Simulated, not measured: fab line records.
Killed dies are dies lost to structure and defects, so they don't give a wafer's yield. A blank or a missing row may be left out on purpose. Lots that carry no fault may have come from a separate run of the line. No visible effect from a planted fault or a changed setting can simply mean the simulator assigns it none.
A lot that was struck, set against a sound lot	flow nandHarc	14 out of 1159 route steps
Sound: these wafers, L172.3, L172.4, L172.6. Wafers L179.3, L179.5, L179.6 were the ones struck. The cause is named last.
At each step with rows: each side's tool, then ch and its chambers, then its first start. Under that, the readings that differ: sound wafers	struck wafers	difference of the means	sigmas: that difference in standard deviations of wafers without a fault.
alike: a reading whose means differ by less than 2 such deviations, as well as words and numbers matching on both sides. not compared: withheld readings; readings where some wafer has no value; bounds like >300 that might hide an equal value; numbers whose values overlap and for which the record gives no deviation.
A row with sigmas, a row that says differs or no value, or rows on one side alone: a step with any of these is where the two part. Numbers that have no deviation but don't overlap get no sigmas and don't part them. A reading missing from all wafers of one side parts the sides only when that side holds two or more wafers.

NHARC_A_STAIRCASE_TRIM_12: chemistry O2, time 211.2 s.
  sound on rieDiel-01 ch 0,1,2, day 11 18:36; struck on rieDiel-02 ch 0,1,2, day 14 04:28
  alike: drypumpMotorCurrentA, oesProductAu, rfVppV, showerheadPlenumPTorr, throttleValvePct
  not compared: rfHoursCounterH
NHARC_A_STAIRCASE_ETCH_13: etches the open film in C4F8/O2, target depth 100 nm, time 40.5 s.
  sound on rieDiel-01 ch 0,3; struck on rieDiel-02 ch 2,3
reading	sound	struck	difference	sigmas
biasW (W)	997 994 996	1004 999 1005	+7	+2
oesProductAu (a.u.)	0.961 0.963 0.965	0.919 0.933 0.926	-0.037	-2
  alike: chamberPressureMTorr, rfVppV
  not compared: rfHoursCounterH
then, 3 steps without rows for these wafers: NHARC_A_STAIRCASE_TRIM_14 (chemistry O2, time 211.2 s); NHARC_A_STAIRCASE_ETCH_15 (etches the open film in C4F8/O2, target depth 100 nm, time 40.5 s); NHARC_A_STAIRCASE_TRIM_16 (chemistry O2, time 211.2 s).
NHARC_A_STAIRCASE_ETCH_17: etches the open film in C4F8/O2, target depth 100 nm, time 40.5 s.
  sound on rieDiel-01 ch 0,1,2; struck on rieDiel-02 ch 1,2,3
  alike: biasW, chamberPressureMTorr, oesProductAu, rfVppV
  not compared: rfHoursCounterH
then, 1 step without rows for these wafers: NHARC_A_STAIRCASE_TRIM_18 (chemistry O2, time 211.2 s).
NHARC_A_STAIRCASE_ETCH_19: etches the open film in C4F8/O2, target depth 100 nm, time 40.5 s.
  sound on rieDiel-01 ch 1,2,3; struck on rieDiel-02 ch 0,1,2
  alike: biasW, chamberPressureMTorr, oesProductAu, rfVppV
  not compared: rfHoursCounterH
then, 2 steps without rows for these wafers: NHARC_A_STAIRCASE_TRIM_20 (chemistry O2, time 211.2 s); NHARC_A_STAIRCASE_ETCH_21 (etches the open film in C4F8/O2, target depth 100 nm, time 40.5 s).
NHARC_A_STAIRCASE_TRIM_22: chemistry O2, time 211.2 s.
  sound on rieDiel-01 ch 2,3; struck on rieDiel-02 ch 0,1,2
  alike: drypumpMotorCurrentA, oesProductAu, rfVppV, showerheadPlenumPTorr, throttleValvePct
  not compared: rfHoursCounterH
NHARC_A_STAIRCASE_ETCH_23: etches the open film in C4F8/O2, target depth 100 nm, time 40.5 s.
  sound on rieDiel-01 ch 1,2,3, day 11 20:10; struck on rieDiel-02 ch 2,3, day 14 06:04
  no value came back on the struck wafers for biasW (W), chamberPressureMTorr (mTorr), oesProductAu (a.u.), rfVppV (V); on the sound wafers biasW (W) reads 996.6 999.5 1002.5
  not compared: rfHoursCounterH
then, 1 step without rows for these wafers: NHARC_A_STAIRCASE_TRIM_24 (chemistry O2, time 211.2 s).
-- break in the record here, with 8 days between the starts of the struck wafers on either side (left off in module A_STAIRCASE, picked up again in module END, where the first step shown is number 1159 on the route) --
NHARC_END_SORT_01:
  at this point the record logs the struck wafers (prober-02 ch 0, day 22 16:11) and has no rows for the sound ones

WHERE THEY PART
First at NHARC_A_STAIRCASE_ETCH_13; last, within this record, at NHARC_END_SORT_01.

WHY: the cause the simulator had injected
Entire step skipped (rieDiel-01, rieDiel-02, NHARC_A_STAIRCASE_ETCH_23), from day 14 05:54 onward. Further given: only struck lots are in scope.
